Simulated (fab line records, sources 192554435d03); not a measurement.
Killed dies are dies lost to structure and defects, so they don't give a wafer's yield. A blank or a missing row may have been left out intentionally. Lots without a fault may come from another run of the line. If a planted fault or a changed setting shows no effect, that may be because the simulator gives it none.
Problem report, 8D (eight disciplines) form, completed by code    flow n5 finfet    the parts of the form that need people (team, actions taken, sign-off) are left out

== 1. WHAT IS WRONG ==
spin speed rpm at N5_BEOL_M1_COAT_67 reads a mean of 1537.8 rpm on 6 wafers of 2 lots; wafers without a fault read 1500.2 rpm with a standard deviation of 1.1. That puts it +34 standard deviations away from the usual mean.
The step: time 60 s, resist thk 60 nm.
The first sign was on wafer L318.2 at day 9 19:15, on litho track-03. At this step, 27 wafers from 9 lots have a number in the record. Rule for "out", or "out of limits": more than 4 standard deviations from the usual mean. All remaining wafers that have a number are taken as sound.

== 2. WHAT IT IS; WHAT IT IS NOT ==
question                     is                      is not
which readings at this step  spin speed rpm          exhaust pa, resist line temp C
which lots                   L318, L323              L306, L308, L310, L314, L317, L321, L326
which wafers of those lots   all that have a number  -
read on which tools          litho track-03          litho track-01, litho track-02
when                         from day 9 19:15        up to then (15 sound wafers); but 6 sound wafers of L321, L326 came after

== 3. THE SUSPECTS, EACH WITH WHAT RULES IT OUT ==
Counting: a tool stays on the suspect list if, at a process step up to the reading, it processed all lots that are out and no sound lot following the first of them.
- rie diel-03 at N5_BEOL_M1_STRIP_19 (strips in O2): kept. It processed each lot that is out, first L318 at day 9 19:09, and no sound lot thereafter; up to then, the last sound lot it processed was L306 at day 6 10:23.
- litho track-03 at N5_BEOL_M1_COAT_67 (time 60 s, resist thk 60 nm): kept. It processed each lot that is out, first L318 at day 9 19:15, and no sound lot thereafter; up to then, the last sound lot it processed was L314 at day 8 16:58. On those wafers its own readings are out: spin speed rpm.
Remaining after the count are rie diel-03 at N5_BEOL_M1_STRIP_19 and litho track-03 at N5_BEOL_M1_COAT_67.

== 4. THE CAUSE (what the simulator had put in) ==
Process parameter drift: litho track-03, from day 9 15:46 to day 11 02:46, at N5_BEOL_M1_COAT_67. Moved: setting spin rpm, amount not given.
Of the 2 suspects that counting leaves, this tool is one.

== 5. SEQUENCE OF EFFECTS, ordered by route ==
Each row: a reading whose mean over the struck wafers that have a number lies more than 3 standard deviations from the usual. Only readings for which the record gives a usual standard deviation are gone through. hours: the time from each lot's start at the first step in this table that gives one to its start at this step, as a median over the lots. sigmas: the change in usual standard deviations.
hours  step                reading         usual       on struck wafers  change  sigmas
0      N5_BEOL_M1_COAT_67  spin speed rpm  1500.2 rpm  1537.8            +37.6   +34
Its process steps:
- N5_BEOL_M1_COAT_67: time 60 s, resist thk 60 nm.
Later steps that measure or inspect, where all struck wafers having a row at the step show a number for every such reading and not one has moved that far: N5_BEOL_M4_RC_MEAS_101.

== 6. HOW IT WOULD HAVE BEEN CAUGHT EARLIER ==
3 hours passed between the start of the fault at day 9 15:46 and the first reading out of limits in this record, taken at day 9 19:15.
